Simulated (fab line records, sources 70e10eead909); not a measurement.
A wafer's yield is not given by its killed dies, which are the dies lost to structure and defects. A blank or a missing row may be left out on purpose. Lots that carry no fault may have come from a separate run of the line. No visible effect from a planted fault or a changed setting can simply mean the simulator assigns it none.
Matching of chambers ; flow nand-harc ; 4 sister chambers for NHARC_P_ZERO_WELL_DESCUM_54 on rie-diel-13
The step chemistry O2, time 3 s. 8 wafers are shown with their chamber, then 11 later ones without.

== EACH WAFER AND ITS CHAMBER ==
wafer;chamber;drypump-motor-current-A (A);throttle-valve-pct (%)
L083.2;2;5.9;11.298
L086.3;1;5.7;11.316
L086.5;3;5.8;11.305
L086.6;0;6.3;11.303
L090.2;0;6.3;11.309
L090.3;2;5.9;11.310
L090.4;3;5.8;11.323
L090.1;1;5.6;11.308

== WAFERS WITHOUT THEIR CHAMBER ==
wafer;drypump-motor-current-A (A);throttle-valve-pct (%)
L090.5;5.8;11.319
L090.6;6.3;11.335
L091.2;5.6;11.303
L091.5;5.8;11.316
L091.6;6.3;11.321
L094.2;6.3;11.313
L094.3;5.6;11.317
L094.6;5.6;11.314
L095.1;6.0;11.305
L095.2;6.3;11.301
L095.5;5.8;11.325

== CHAMBER TAKEN BY EACH ==
wafer;from the rows above;in truth
L090.5;3;3
L090.6;0;0
L091.2;1;1
L091.5;3;3
L091.6;0;0
L094.2;0;0
L094.3;1;1
L094.6;1;1
L095.1;2;2
L095.2;0;0
L095.5;3;3
11 of 11 placed correctly. Not placeable from these rows: 0. Number placed wrongly: 0.
How it was worked out, from the rows above alone: a wafer's distance from a chamber is the root of the sum, over the readings, of the square of ((its reading less the chamber's mean) divided by the reading's scatter). If the next closest chamber is less than 2 further off than the closest, the wafer can't be placed; otherwise it belongs to the closest. A chamber's mean is the mean of its shown wafers. How the scatter is found: for the shown wafers, subtract from each reading the mean of its chamber, square and add these, divide the total by (wafers less chambers), then take the root.
